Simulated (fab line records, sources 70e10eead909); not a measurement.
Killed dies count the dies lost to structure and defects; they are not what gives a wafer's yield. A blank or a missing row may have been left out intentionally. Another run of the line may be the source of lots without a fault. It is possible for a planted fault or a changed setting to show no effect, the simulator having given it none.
Chamber matching || flow nandHarc || NHARC_A_M0_PRE_CLEAN_31 on pecvd-04 has 3 sister chambers
The step time 12 s. 14 wafers are shown with their chamber, then 7 later ones without.

EACH WAFER AND ITS CHAMBER
{"wafer": "L589.1", "chamber": 1, "heaterPowerW (W)": 723}
{"wafer": "L589.2", "chamber": 0, "heaterPowerW (W)": 736}
{"wafer": "L589.5", "chamber": 2, "heaterPowerW (W)": 735}
{"wafer": "L600.1", "chamber": 1, "heaterPowerW (W)": 711}
{"wafer": "L600.2", "chamber": 0, "heaterPowerW (W)": 721}
{"wafer": "L600.5", "chamber": 0, "heaterPowerW (W)": 714}
{"wafer": "L602.2", "chamber": 1, "heaterPowerW (W)": 620}
{"wafer": "L602.3", "chamber": 2, "heaterPowerW (W)": 760}
{"wafer": "L602.5", "chamber": 0, "heaterPowerW (W)": 764}
{"wafer": "L606.1", "chamber": 1, "heaterPowerW (W)": 740}
{"wafer": "L606.2", "chamber": 0, "heaterPowerW (W)": 636}
{"wafer": "L606.4", "chamber": 2, "heaterPowerW (W)": 763}
{"wafer": "L607.1", "chamber": 2, "heaterPowerW (W)": 757}
{"wafer": "L607.4", "chamber": 0, "heaterPowerW (W)": 736}

SIGNATURES (averages over the wafers above)
{"reading": "heaterPowerW", "chamber 0": 717.83, "chamber 1": 698.50, "chamber 2": 753.75, "scatter within a chamber": 41.2}
Rule: a wafer's distance from a chamber is the root of the sum, over the readings, of the square of ((its reading less the chamber's mean) divided by the reading's scatter). If the next closest chamber is less than 2 further off than the closest, the wafer can't be placed; otherwise it belongs to the closest. How the scatter is found: for the shown wafers, subtract from each reading the mean of its chamber, square and add these, divide the total by (wafers less chambers), then take the root.

WAFERS MISSING THEIR CHAMBER
{"wafer": "L607.6", "heaterPowerW (W)": 638}
{"wafer": "L608.1", "heaterPowerW (W)": 744}
{"wafer": "L608.4", "heaterPowerW (W)": 728}
{"wafer": "L608.5", "heaterPowerW (W)": 651}
{"wafer": "L610.1", "heaterPowerW (W)": 737}
{"wafer": "L610.3", "heaterPowerW (W)": 726}
{"wafer": "L610.4", "heaterPowerW (W)": 726}

WHICH CHAMBER EACH ONE RAN IN
{"wafer": "L607.6", "from the rows above": "can't be placed: 1 or 0 or 2", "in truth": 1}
{"wafer": "L608.1", "from the rows above": "can't be placed: 2 or 0 or 1", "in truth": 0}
{"wafer": "L608.4", "from the rows above": "can't be placed: 0 or 2 or 1", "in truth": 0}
{"wafer": "L608.5", "from the rows above": "can't be placed: 1 or 0 or 2", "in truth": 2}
{"wafer": "L610.1", "from the rows above": "can't be placed: 2 or 0 or 1", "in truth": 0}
{"wafer": "L610.3", "from the rows above": "can't be placed: 0 or 1 or 2", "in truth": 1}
{"wafer": "L610.4", "from the rows above": "can't be placed: 0 or 1 or 2", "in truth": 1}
Correctly placed: 0 of 7. These rows do not allow placing 7 (true chamber among the candidates in 7). 0 placed wrongly.
